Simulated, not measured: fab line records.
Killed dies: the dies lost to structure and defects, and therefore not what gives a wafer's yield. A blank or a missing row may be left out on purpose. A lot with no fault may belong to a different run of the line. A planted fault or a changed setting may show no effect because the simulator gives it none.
Matching of chambers / flow n5-finfet / N5_BEOL_M5_ILD_DEP_00 on pecvd-01: 3 sister chambers
The step deposits SiCOH lowk from DEMS/porogen, target thk 140.64 nm, time 25.9 s. 20 wafers are shown with their chamber, then 10 later ones without.

EACH WAFER AND ITS CHAMBER
wafer=L074.2; chamber=1; throttle-valve-pct (%)=14.0; heater-power-w (W)=200; showerhead-plenum-p-Torr (Torr)=5.728
wafer=L074.3; chamber=0; throttle-valve-pct (%)=15.2; heater-power-w (W)=294; showerhead-plenum-p-Torr (Torr)=5.728
wafer=L074.4; chamber=2; throttle-valve-pct (%)=13.8; heater-power-w (W)=223; showerhead-plenum-p-Torr (Torr)=5.739
wafer=L076.1; chamber=0; throttle-valve-pct (%)=15.1; heater-power-w (W)=282; showerhead-plenum-p-Torr (Torr)=5.742
wafer=L076.2; chamber=2; throttle-valve-pct (%)=13.8; heater-power-w (W)=246; showerhead-plenum-p-Torr (Torr)=5.738
wafer=L076.5; chamber=1; throttle-valve-pct (%)=14.0; heater-power-w (W)=234; showerhead-plenum-p-Torr (Torr)=5.738
wafer=L078.3; chamber=1; throttle-valve-pct (%)=13.7; heater-power-w (W)=231; showerhead-plenum-p-Torr (Torr)=5.729
wafer=L078.5; chamber=2; throttle-valve-pct (%)=13.9; heater-power-w (W)=296; showerhead-plenum-p-Torr (Torr)=5.733
wafer=L078.6; chamber=1; throttle-valve-pct (%)=13.8; heater-power-w (W)=231; showerhead-plenum-p-Torr (Torr)=5.729
wafer=L080.2; chamber=0; throttle-valve-pct (%)=14.9; heater-power-w (W)=279; showerhead-plenum-p-Torr (Torr)=5.734
wafer=L080.4; chamber=1; throttle-valve-pct (%)=13.9; heater-power-w (W)=226; showerhead-plenum-p-Torr (Torr)=5.723
wafer=L080.5; chamber=2; throttle-valve-pct (%)=13.7; heater-power-w (W)=253; showerhead-plenum-p-Torr (Torr)=5.727
wafer=L081.1; chamber=0; throttle-valve-pct (%)=14.8; heater-power-w (W)=250; showerhead-plenum-p-Torr (Torr)=5.733
wafer=L081.2; chamber=1; throttle-valve-pct (%)=13.9; heater-power-w (W)=206; showerhead-plenum-p-Torr (Torr)=5.747
wafer=L081.3; chamber=2; throttle-valve-pct (%)=13.9; heater-power-w (W)=232; showerhead-plenum-p-Torr (Torr)=5.718
wafer=L083.1; chamber=2; throttle-valve-pct (%)=14.1; heater-power-w (W)=275; showerhead-plenum-p-Torr (Torr)=5.733
wafer=L083.2; chamber=1; throttle-valve-pct (%)=13.9; heater-power-w (W)=196; showerhead-plenum-p-Torr (Torr)=5.742
wafer=L083.3; chamber=0; throttle-valve-pct (%)=15.1; heater-power-w (W)=283; showerhead-plenum-p-Torr (Torr)=5.735
wafer=L083.4; chamber=1; throttle-valve-pct (%)=13.9; heater-power-w (W)=199; showerhead-plenum-p-Torr (Torr)=5.728
wafer=L083.5; chamber=2; throttle-valve-pct (%)=13.9; heater-power-w (W)=286; showerhead-plenum-p-Torr (Torr)=5.718

SIGNATURES, as means of the wafers listed above
reading=throttle-valve-pct; chamber 0=15.020; chamber 1=13.887; chamber 2=13.871; scatter within a chamber=0.126
reading=heater-power-w; chamber 0=277.60; chamber 1=215.38; chamber 2=258.71; scatter within a chamber=21.1
reading=showerhead-plenum-p-Torr; chamber 0=5.73440; chamber 1=5.73300; chamber 2=5.72943; scatter within a chamber=0.00783
Rule: for each reading, subtract the chamber's mean from the wafer's reading, divide by that reading's scatter and square the result; add these up over the readings and take the root, which gives the wafer's distance from the chamber. If the next closest chamber is less than 2 further off than the closest, the wafer can't be placed; otherwise it belongs to the closest. The scatter: the root of (the sum of the squares of (reading less its chamber's mean) over the shown wafers, divided by (wafers less chambers)).

WAFERS WITH NO CHAMBER GIVEN
wafer=L083.6; throttle-valve-pct (%)=15.2; heater-power-w (W)=288; showerhead-plenum-p-Torr (Torr)=5.734
wafer=L086.1; throttle-valve-pct (%)=15.0; heater-power-w (W)=292; showerhead-plenum-p-Torr (Torr)=5.742
wafer=L086.3; throttle-valve-pct (%)=13.9; heater-power-w (W)=205; showerhead-plenum-p-Torr (Torr)=5.722
wafer=L086.4; throttle-valve-pct (%)=13.8; heater-power-w (W)=234; showerhead-plenum-p-Torr (Torr)=5.728
wafer=L096.1; throttle-valve-pct (%)=13.6; heater-power-w (W)=194; showerhead-plenum-p-Torr (Torr)=5.718
wafer=L096.2; throttle-valve-pct (%)=14.0; heater-power-w (W)=265; showerhead-plenum-p-Torr (Torr)=5.727
wafer=L096.3; throttle-valve-pct (%)=14.8; heater-power-w (W)=273; showerhead-plenum-p-Torr (Torr)=5.747
wafer=L096.4; throttle-valve-pct (%)=15.2; heater-power-w (W)=268; showerhead-plenum-p-Torr (Torr)=5.724
wafer=L096.5; throttle-valve-pct (%)=14.1; heater-power-w (W)=263; showerhead-plenum-p-Torr (Torr)=5.713
wafer=L096.6; throttle-valve-pct (%)=13.7; heater-power-w (W)=199; showerhead-plenum-p-Torr (Torr)=5.745

THE CHAMBER EACH PASSED THROUGH
wafer=L083.6; from the rows above=0; in truth=0
wafer=L086.1; from the rows above=0; in truth=0
wafer=L086.3; from the rows above=can't be placed: 1 or 2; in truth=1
wafer=L086.4; from the rows above=can't be placed: 1 or 2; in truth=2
wafer=L096.1; from the rows above=can't be placed: 1 or 2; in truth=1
wafer=L096.2; from the rows above=can't be placed: 2 or 1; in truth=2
wafer=L096.3; from the rows above=0; in truth=0
wafer=L096.4; from the rows above=0; in truth=0
wafer=L096.5; from the rows above=can't be placed: 2 or 1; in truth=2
wafer=L096.6; from the rows above=can't be placed: 1 or 2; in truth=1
Placed correctly: 4 of 10. From these rows, 6 cannot be placed; in 6 the true chamber is one of the candidates. Wrongly placed: 0.
